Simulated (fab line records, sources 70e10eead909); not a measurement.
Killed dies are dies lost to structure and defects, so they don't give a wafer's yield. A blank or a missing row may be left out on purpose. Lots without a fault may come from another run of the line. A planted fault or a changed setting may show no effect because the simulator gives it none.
Chamber matching | flow nand_harc | NHARC_A_SGD_CUT_ETCHBACK_24 on rie_diel-06: 4 sister chambers
The step etches the open film in CH3F/O2, target depth 50 nm, time 92.857 s. 14 wafers are shown with their chamber, then 7 later ones without.

WAFERS WITH THEIR CHAMBER
wafer  | chamber | rf_vpp_V (V) | throttle_valve_pct (%) | oes_product_au (a.u.)
L075.2 | 2       | 244.6        | 20.659                 | 1.00
L075.3 | 1       | 245.7        | 20.660                 | 1.01
L075.6 | 2       | 243.2        | 20.670                 | 1.00
L081.2 | 1       | 247.7        | 20.671                 | 1.01
L081.3 | 0       | 241.3        | 20.664                 | 1.00
L081.4 | 2       | 244.8        | 20.659                 | 1.00
L082.2 | 2       | 244.1        | 20.663                 | 0.92
L082.4 | 0       | 241.8        | 20.668                 | 0.93
L082.6 | 2       | 244.4        | 20.663                 | 0.91
L086.2 | 0       | 242.0        | 20.665                 | 1.01
L086.4 | 3       | 246.4        | 20.649                 | 1.00
L086.6 | 2       | 245.4        | 20.678                 | 0.99
L090.1 | 0       | 241.7        | 20.672                 | 1.00
L090.2 | 1       | 246.4        | 20.667                 | 1.01

SIGNATURES (means of the wafers above)
reading            | chamber 0 | chamber 1 | chamber 2 | chamber 3 | scatter within a chamber
rf_vpp_V           | 241.700   | 246.600   | 244.417   | 246.400   | 0.711
throttle_valve_pct | 20.66725  | 20.66600  | 20.66533  | 20.64900  | 0.00612
oes_product_au     | 0.9850    | 1.0100    | 0.9700    | 1.0000    | 0.0365
Rule: a wafer's distance from a chamber is the root of the sum, over the readings, of the square of ((its reading less the chamber's mean) divided by the reading's scatter). The wafer belongs to the nearest chamber; if the next one is less than 2 further off, it can't be placed. The scatter: the root of (the sum of the squares of (reading less its chamber's mean) over the shown wafers, divided by (wafers less chambers)).

WAFERS WITHOUT THEIR CHAMBER
wafer  | rf_vpp_V (V) | throttle_valve_pct (%) | oes_product_au (a.u.)
L090.5 | 243.9        | 20.666                 | 0.99
L094.1 | 244.8        | 20.645                 | 0.98
L094.5 | 245.1        | 20.664                 | 0.98
L094.6 | 242.1        | 20.680                 | 0.97
L096.2 | 246.7        | 20.650                 | 0.98
L096.5 | 245.7        | 20.667                 | 0.98
L096.6 | 241.5        | 20.675                 | 0.98

WHICH CHAMBER EACH WENT THROUGH
wafer  | from the rows above          | in truth
L090.5 | 2                            | 2
L094.1 | can't be placed: 3 or 2 or 1 | 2
L094.5 | can't be placed: 2 or 1      | 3
L094.6 | can't be placed: 0 or 2      | 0
L096.2 | 3                            | 3
L096.5 | can't be placed: 1 or 2 or 3 | 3
L096.6 | 0                            | 0
Placed correctly: 3 of 7. Can't be placed from these rows: 4 (the true chamber is among the candidates in 3). Placed wrongly: 0.
